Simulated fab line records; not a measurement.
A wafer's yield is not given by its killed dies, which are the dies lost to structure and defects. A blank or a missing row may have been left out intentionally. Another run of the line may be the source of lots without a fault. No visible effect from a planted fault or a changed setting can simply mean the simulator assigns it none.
Matching of chambers ; flow n5 finfet ; N5_BEOL_M9_CURE_71 on uv cure-01: 3 sister chambers
The step cures SiCOH lowk, time 240 s. 6 wafers are shown with their chamber, then 10 later ones without.

## WAFERS WITH THEIR CHAMBER
wafer;chamber;wafer_temp_C_max;lamp power pct (%)
L080.4;2;386.8;52.28
L080.5;2;387.6;52.32
L082.2;1;388.7;52.22
L082.4;1;387.1;52.39
L087.3;0;386.8;52.41
L087.4;0;387.2;52.32

## WAFERS WHOSE CHAMBER IS MISSING
wafer;wafer_temp_C_max;lamp power pct (%)
L087.5;387.5;52.29
L089.2;386.7;52.39
L089.4;386.9;52.21
L089.5;386.8;52.23
L095.1;387.7;52.38
L095.3;387.2;52.32
L095.6;387.5;52.30
L096.1;387.5;52.23
L096.4;387.0;52.27
L096.5;386.9;52.37

## CHAMBER TAKEN BY EACH
wafer;from the rows above;in truth
L087.5;can't be placed: 2 or 1 or 0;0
L089.2;can't be placed: 0 or 2 or 1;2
L089.4;can't be placed: 2 or 1 or 0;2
L089.5;can't be placed: 2 or 0 or 1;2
L095.1;can't be placed: 0 or 1 or 2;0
L095.3;can't be placed: 2 or 0 or 1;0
L095.6;can't be placed: 2 or 1 or 0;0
L096.1;can't be placed: 2 or 1 or 0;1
L096.4;can't be placed: 2 or 0 or 1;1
L096.5;can't be placed: 0 or 2 or 1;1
Correctly placed: 0 of 10. Not placeable from these rows: 10 (in 10, the candidates include the true chamber). Wrongly placed: 0.
How it was worked out, from the rows above alone: a wafer's distance from a chamber is the root of the sum, over the readings, of the square of ((its reading less the chamber's mean) divided by the reading's scatter). If the next closest chamber is less than 2 further off than the closest, the wafer can't be placed; otherwise it belongs to the closest. The mean given for a chamber averages the wafers shown for that chamber. The scatter is the square root of a quotient: the sum, over the shown wafers, of each reading's squared deviation from its chamber's mean, divided by wafers minus chambers.
